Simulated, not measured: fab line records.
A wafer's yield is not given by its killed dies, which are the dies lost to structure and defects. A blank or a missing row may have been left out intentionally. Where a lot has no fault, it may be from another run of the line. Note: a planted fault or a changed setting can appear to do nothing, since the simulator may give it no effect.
Struck lot and sound lot, side by side || flow n5_finfet || 41 out of 1938 route steps
Sound: wafers L625.2, L625.4, L625.6. Struck: wafer L631.3 (L631.2, L631.4, from the same lot, were not struck and are left out); the cause is given at the end.
Each step with rows lists, per side, the tool, then ch with its chambers, then its first start. Under that, the readings that differ: sound wafers || struck wafers || difference of the means || sigmas: that difference in standard deviations of wafers without a fault.
alike: words and numbers the same on both sides, and readings whose means are apart by under 2 such deviations; not compared: readings that were withheld, readings missing a value for some wafer, numbers with overlapping values and no deviation given by the record, and bounds like >300 which may hide the same value.
Wherever a step has rows on one side only, a row that says differs or no value, or a row with sigmas, the two part there. When numbers do not overlap yet have no deviation, they are printed without sigmas and do not part them. Lack of a reading on every wafer of one side parts them only where that side has two or more wafers.

first, 12 steps without rows for these wafers: N5_HKMG_FIN_DESCUM_17 (chemistry O2, time 7.9 s); N5_HKMG_FIN_ETCH_31 (etches SiARC in CF4, target depth 45.5 nm, time 75.8 s); N5_HKMG_FIN_ETCH_32 (etches SOC in N2/H2, target depth 240 nm, time 300 s); N5_HKMG_FIN_STRIP_33 (strips in N2/H2); N5_HKMG_FIN_STRIP_34 (strips in CF4); N5_HKMG_FIN_ETCH_35 (etches SOC in N2/H2, target depth 215.8 nm, time 243.4 s); N5_HKMG_FIN_STRIP_92 (strips SOC in N2/H2, time 20 s); N5_HKMG_FIN_WET_ETCH_18 (etches TiN in SC1, time 55 s, target depth 5.2 nm, rinse time 30 s); N5_HKMG_FIN_STRIP_19 (strips in N2/H2, time 360 s); N5_HKMG_FIN_ALD_91 (deposits TiN, target thk 1 nm, pulse time 1 s, purge time 3 s); N5_HKMG_FIN_COAT_85 (time 60 s, resist thk 300 nm); N5_HKMG_FIN_ETCH_86 (etches SOC in N2/H2, stops on TiN, target depth 393.2 nm).
N5_HKMG_FIN_STRIP_89: strips SOC in N2/H2, time 20 s.
  sound on rie_diel-03 ch 0,2,3, day 6 18:18; struck on rie_diel-03 ch 1, day 8 05:17
  alike: drypump_motor_current_A, oes_product_au, rf_fwd_power_W, rf_vpp_V, showerhead_plenum_p_Torr, throttle_valve_pct
  not compared: rf_hours_counter_h
then, 27 steps without rows for these wafers: N5_HKMG_FIN_WET_ETCH_87 (etches TiN in SC1, time 154.2 s, target depth 4.7 nm, rinse time 30 s); N5_HKMG_FIN_STRIP_88 (strips in N2/H2, time 360 s); N5_HKMG_FIN_NWFM_ALD_20 (deposits TiAlC, target thk 2 nm, pulse time 3 s, purge time 2 s); N5_HKMG_FIN_ALD_71 (deposits TiN, target thk 1 nm, pulse time 1 s, purge time 3 s); N5_HKMG_FIN_COAT_66 (time 60 s, resist thk 300 nm); N5_HKMG_FIN_ETCH_67 (etches SOC in N2/H2, stops on TiN, target depth 388.9 nm); N5_HKMG_FIN_STRIP_90 (strips SOC in N2/H2, time 20 s); N5_HKMG_FIN_WET_ETCH_73 (etches the open film in SC1, time 42.3 s, target depth 1.3 nm, rinse time 30 s); N5_HKMG_FIN_ETCHBACK_68 (etches the open film in Cl2/Ar, stops on HfO2, target depth 0.5 nm); N5_HKMG_FIN_STRIP_69 (strips in N2/H2, time 360 s); N5_HKMG_FIN_ALD_21 (deposits TiN, target thk 1.5 nm, pulse time 1 s, purge time 3 s); N5_HKMG_FIN_ALD_72 (deposits W, target thk 2 nm, pulse time 1 s, purge time 2 s); N5_HKMG_FIN_W_FILL_22 (material W, target thk 60 nm, time 18.2 s); N5_HKMG_FIN_PRECLEAN_83 (cleans in DIW, time 57.5 s); N5_HKMG_FIN_SRD_84 (dry time 32 s); N5_HKMG_FIN_CMP_23 (polishes, stops on SiNx, t overpolish 10 s, target thk 46.326 nm); N5_HKMG_FIN_CMP_94 (polishes, stops on SiNx, t overpolish 4.7 s, target thk 43.299 nm); N5_GATE_CUT_ETCHBACK_00 (etches W in SF6/Cl2); N5_GATE_CUT_ETCH_56 (etches TiN in Cl2/Ar, target depth 21.6 nm); N5_GATE_CUT_ETCHBACK_30 (etches TiN in Cl2/Ar, target depth 3 nm); N5_GATE_CUT_VAPOR_ETCH_60 (etches HfO2 in BCl3/Cl2); N5_GATE_CUT_ETCH_58 (etches SiNx in CH3F/O2, target depth 17 nm, time 128.6 s); N5_GATE_CUT_STRIP_59 (strips in N2/H2, time 20 s); N5_GATE_CUT_PRECLEAN_31 (cleans in DIW, time 300 s); N5_GATE_CUT_SRD_32 (time 30 s); N5_GATE_CUT_SAC_CAP_01 (material SiNx, target thk 24 nm, pulse time 1 s, ald cycles 480); N5_GATE_CUT_PECVD_57 (deposits SiNx from SiH4/NH3/N2, target thk 21 nm).
-- the record jumps here: 8 days lie between the struck wafers' starts before and after (it left off in module GATE_CUT and takes up again in module PASSIVATION, whose first step shown is number 1936 of the route) --
N5_PASSIVATION_PROBE_49:
  only the struck wafers here have rows in the record (prober-01, day 16 08:03); the sound ones have none

WHERE THEY PART
Within this record, at N5_PASSIVATION_PROBE_49 only.

WHY: the cause the simulator had injected
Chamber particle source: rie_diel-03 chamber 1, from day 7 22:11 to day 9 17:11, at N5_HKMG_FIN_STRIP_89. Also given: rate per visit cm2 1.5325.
